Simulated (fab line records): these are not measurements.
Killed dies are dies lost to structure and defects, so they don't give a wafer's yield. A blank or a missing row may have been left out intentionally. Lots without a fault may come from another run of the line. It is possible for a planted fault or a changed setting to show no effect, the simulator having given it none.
Chamber matching    flow nand-harc    NHARC_A_CHANNEL_HOLE_D1_DESCUM_15 on rie-diel-11: 4 sister chambers
The step chemistry O2, time 3 s. 4 wafers are shown with their chamber, then 7 later ones without.

== WAFERS PAIRED WITH THEIR CHAMBERS ==
wafer   chamber  showerhead-plenum-p-Torr (Torr)
L509.2  3        2.00
L520.6  0        1.78
L522.2  1        2.05
L522.4  2        2.00

== WAFERS WITHOUT THEIR CHAMBER ==
wafer   showerhead-plenum-p-Torr (Torr)
L522.5  2.00
L523.2  2.00
L523.3  2.05
L523.4  1.78
L524.2  2.00
L524.3  1.99
L524.6  2.00

== THE CHAMBER EACH PASSED THROUGH ==
wafer   from the rows above      in truth
L522.5  can't be placed: 2 or 3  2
L523.2  can't be placed: 2 or 3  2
L523.3  1                        1
L523.4  0                        0
L524.2  can't be placed: 2 or 3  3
L524.3  can't be placed: 2 or 3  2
L524.6  can't be placed: 2 or 3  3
Placed correctly: 2 of 7. These rows do not allow placing 5 (true chamber among the candidates in 5). Number placed wrongly: 0.
How it was worked out, from the rows above alone: a wafer's distance from a chamber is the root of the sum, over the readings, of the square of ((its reading less the chamber's mean) divided by the reading's scatter). The wafer belongs to the nearest chamber; if the next one is less than 2 further off, it can't be placed. The mean given for a chamber averages the wafers shown for that chamber. The scatter: with one shown wafer a chamber, the root of the mean of the squares of how far each hidden wafer lies from its nearest shown one.
